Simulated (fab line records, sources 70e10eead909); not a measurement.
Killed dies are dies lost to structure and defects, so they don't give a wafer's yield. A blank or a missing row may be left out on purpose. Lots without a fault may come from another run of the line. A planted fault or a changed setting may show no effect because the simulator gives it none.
Problem report in the 8D (eight disciplines) form, filled by code | flow nand_harc | the parts of the form that need people (team, actions taken, sign-off) are left out

1. THE PROBLEM
cd_nm at NHARC_P_ZERO_WELL_CD_MEAS_24 reads a mean of 763.0 nm on 6 wafers of 2 lots; wafers without a fault read 719.4 nm with a standard deviation of 1.5. That is +29 standard deviations from the usual mean.
The step: target cd 720 nm.
First seen on wafer L259.1, day 2 14:35, on cd_sem-03. The record holds 36 wafers of 12 lots with a number at this step. Rule for "out", or "out of limits": more than 4 standard deviations from the usual mean. The other wafers with a number count as sound.

2. WHAT IT IS AND WHAT IT IS NOT
question                    | is                     | is not
which readings at this step | cd_nm                  | -
which lots                  | L259, L267             | L255, L256, L257, L258, L268, L271, L274, L275, L276, L277
which wafers of those lots  | all that have a number | -
read on which gauges        | cd_sem-01, cd_sem-03   | cd_sem-02
when                        | from day 2 14:35       | up to then (12 sound wafers); but 18 sound wafers of L268, L271, L274, L275, L276, L277 came after

3. SUSPECTS, AND WHAT RULES EACH OUT
Counting: a tool at a process step up to the reading stays a suspect if it ran every lot that is out and no sound lot after the first of them.
- the gauge at NHARC_P_ZERO_WELL_CD_MEAS_24: ruled out. The wafers that are out were read on 2 gauges (cd_sem-01, cd_sem-03).
- krf_scanner-03 at NHARC_P_ZERO_WELL_EXPOSE_21 (exposes mask P NWELL, target cd 720 nm): kept. It ran every lot that is out, first L259 (day 2 14:26), and no sound lot after that; its last sound lot up to then is L257 (day 2 02:11). Its own readings are out on those wafers: exposure_dose_mJ_cm2.
Left after counting: krf_scanner-03 at NHARC_P_ZERO_WELL_EXPOSE_21.

4. THE CAUSE (what the simulator had put in)
Process parameter drift: krf_scanner-03, from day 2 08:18 on, at NHARC_P_ZERO_WELL_EXPOSE_21. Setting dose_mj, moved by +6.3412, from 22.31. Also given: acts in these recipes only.
Counting left only this tool.

5. THE CHAIN OF EFFECTS, in route order
Each row: a reading whose mean over the struck wafers that have a number lies more than 3 standard deviations from the usual. Only readings for which the record gives a usual standard deviation are gone through. hours: the time from each lot's start at the first step in this table that gives one to its start at this step, as a median over the lots. sigmas: the change in usual standard deviations.
hours | step                         | reading              | usual    | on struck wafers | change | sigmas
0     | NHARC_P_ZERO_WELL_EXPOSE_21  | exposure_dose_mJ_cm2 | 22.313   | 28.661           | +6.348 | +99 or more
0     | NHARC_P_ZERO_WELL_CD_MEAS_24 | cd_nm                | 719.4 nm | 763.0            | +43.6  | +29
The process steps in it:
- NHARC_P_ZERO_WELL_EXPOSE_21: exposes mask P NWELL, target cd 720 nm.

6. WHAT WOULD HAVE CAUGHT IT SOONER
In this record the first reading out of limits at a measuring or inspecting step was taken at day 2 14:35, 6 hours after the fault began at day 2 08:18.
The tool's own readings at NHARC_P_ZERO_WELL_EXPOSE_21 were out on every struck wafer that the step has a row for (exposure_dose_mJ_cm2): an alarm limit on them would have fired on the first of those.
Of the lots that are out (2), L267 began NHARC_P_ZERO_WELL_EXPOSE_21 on krf_scanner-03 after day 2 14:35. A hold on the tool at that time would have spared it.
